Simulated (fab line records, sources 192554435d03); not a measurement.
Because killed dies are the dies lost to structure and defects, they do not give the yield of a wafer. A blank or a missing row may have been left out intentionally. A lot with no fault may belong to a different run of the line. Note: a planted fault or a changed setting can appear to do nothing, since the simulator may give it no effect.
A lot that was struck, set against a sound lot    flow n5-finfet    16 out of 1938 route steps
Sound: wafers L589.3, L589.4, L589.6. Struck: wafers L594.1, L594.4, L594.6. Last of all comes the cause.
Per side, at each step with rows, come the tool, then ch with its chambers, and then its first start. Under that, the readings that differ: sound wafers    struck wafers    difference of the means    sigmas: that difference in standard deviations of wafers without a fault.
alike: readings whose means differ by less than 2 such deviations, and words and numbers that are the same on both sides. not compared: withheld readings, readings that some wafer has no value for, bounds like >300 that may hide the same value, and numbers for which the record gives no deviation and whose values overlap.
Wherever a step has rows on one side only, a row that says differs or no value, or a row with sigmas, the two part there. When numbers do not overlap yet have no deviation, they are printed without sigmas and do not part them. Lack of a reading on every wafer of one side parts them only where that side has two or more wafers.

first, 2 steps without rows for these wafers: N5_GATE_CUT_ETCH_19 (etches SiNx in CH3F/O2, target depth 53.7 nm, time 76.7 s); N5_GATE_CUT_CUT_ETCH_53 (etches W in SF6/Cl2, target depth 79.2 nm).
N5_GATE_CUT_CUT_ETCH_54: etches TiN in Cl2/BCl3, target depth 96.7 nm.
  sound on rie-metal-03 ch 0,1, day 6 07:44; struck on rie-metal-01 ch 0,1, day 7 15:20
reading                 sound              struck             difference  sigmas
throttle-valve-pct (%)  22.20 22.54 22.54  22.02 22.14 22.03  -0.36       -2
  alike: drypump-motor-current-A, etch-rf-on-time-s, oes-product-au
  not compared: rf-hours-counter-h
N5_GATE_CUT_CUT_ETCH_55: etches HfO2 in BCl3, target depth 3.2 nm.
  sound on rie-metal-03 ch 0,1, day 6 07:47; struck on rie-metal-01 ch 0,1, day 7 15:23
  alike: drypump-motor-current-A, oes-product-au, throttle-valve-pct
  not compared: rf-hours-counter-h
then, 2 steps without rows for these wafers: N5_GATE_CUT_ETCH_47 (etches SiO2 in Cl2/BCl3, target depth 10 nm); N5_GATE_CUT_VAPOR_ETCH_48 (etches TiN in BCl3/Cl2).
N5_GATE_CUT_VAPOR_ETCH_49: etches TiAlC in BCl3/Cl2.
  sound on rie-metal-03 ch 0,1, day 6 07:52; struck on rie-metal-01 ch 0,1, day 7 15:29
  alike: drypump-motor-current-A, oes-product-au
N5_GATE_CUT_VAPOR_ETCH_51: etches HfO2 in BCl3/Cl2.
  sound on rie-metal-03 ch 0,1, day 6 07:54; struck on rie-metal-01 ch 0,1, day 7 15:31
  alike: drypump-motor-current-A, oes-product-au
then, 3 steps without rows for these wafers: N5_GATE_CUT_STRIP_21 (strips in N2/H2, time 30 s); N5_GATE_CUT_STRIP_29 (strips in post etch residue remover, time 60 s); N5_GATE_CUT_SRD_52 (time 30 s).
N5_GATE_CUT_ALD_22: deposits SiNx, target thk 16 nm, pulse time 1 s, ald cycles 320.
  sound on ald-sin-03 ch 0,2,3, day 6 08:06; struck on ald-sin-02 ch 0,1, day 7 15:43
  alike: heater-power-w, precursor-pulse-height-rel
N5_GATE_CUT_CMP_23: polishes, stops on SiO2, t overpolish 23.4 s, target thk 16 nm.
  sound on cmp-01 ch 0,1,2, day 6 09:37; struck on cmp-01 ch 1,2,3, day 7 17:15
reading                  sound              struck             difference  sigmas
head-pressure-psi (psi)  2.507 2.498 2.495  1.798 1.801 1.797  -0.701      -99 or more
motor-current-A (A)      7.8 8.3 8.5        6.8 6.9 6.7        -1.4        -2
  alike: overpolish-run-s, time-to-endpoint-s
N5_GATE_CUT_THK_MEAS_24:
  struck on film-metro-01, day 7 17:31; sound on film-metro-01, day 6 09:53
  alike: GC_FILL_THK
-- here the record skips 3 days between the struck wafers' starts before and after, leaving off in module GATE_CUT and picking up in module BEOL_M4 (first step shown: number 1111 of the route) --
N5_BEOL_M4_RC_MEAS_101:
  sound on prober-02 ch 0, day 9 20:59; struck on prober-02 ch 0, day 10 21:06
  alike: DIBL_N, DIBL_P, IOFF_N, IOFF_P, ION_N, ION_P, SS_N, SS_P, VT_N, VT_P
-- a jump in the record: the struck wafers' starts before and after are 4 days apart (it breaks off in module BEOL_M4 and resumes in module PASSIVATION, where the first step shown is number 1936 of the route) --
N5_PASSIVATION_PROBE_49:
  struck on prober-01, day 15 08:11; sound on prober-02, day 13 22:23
reading                   sound           struck          difference  sigmas
defect-limited-yield (%)  90.3 90.2 90.4  93.5 93.1 94.2  +3.3        +2
killed-at-front-end       66 55 54        24 25 26        -33         -3
killed-dies               115 116 113     77 81 69        -39         -2
killed-open               78 79 77        44 55 43        -31         -2
sort-n-pass               1065 1064 1067  1103 1099 1111  +39         +2
sort-yield-pct (%)        90.3 90.2 90.4  93.5 93.1 94.2  +3.3        +2
  alike: killed_at_M0_to_M3, killed_at_M4_up, killed-at-contacts, killed-at-other, killed-short, sort_bin_5_function, sort_bin_6_memory

## WHERE THEY PART
Earliest at N5_GATE_CUT_CUT_ETCH_54; latest, in this record, at N5_PASSIVATION_PROBE_49.

WHY: whatever the simulator had introduced
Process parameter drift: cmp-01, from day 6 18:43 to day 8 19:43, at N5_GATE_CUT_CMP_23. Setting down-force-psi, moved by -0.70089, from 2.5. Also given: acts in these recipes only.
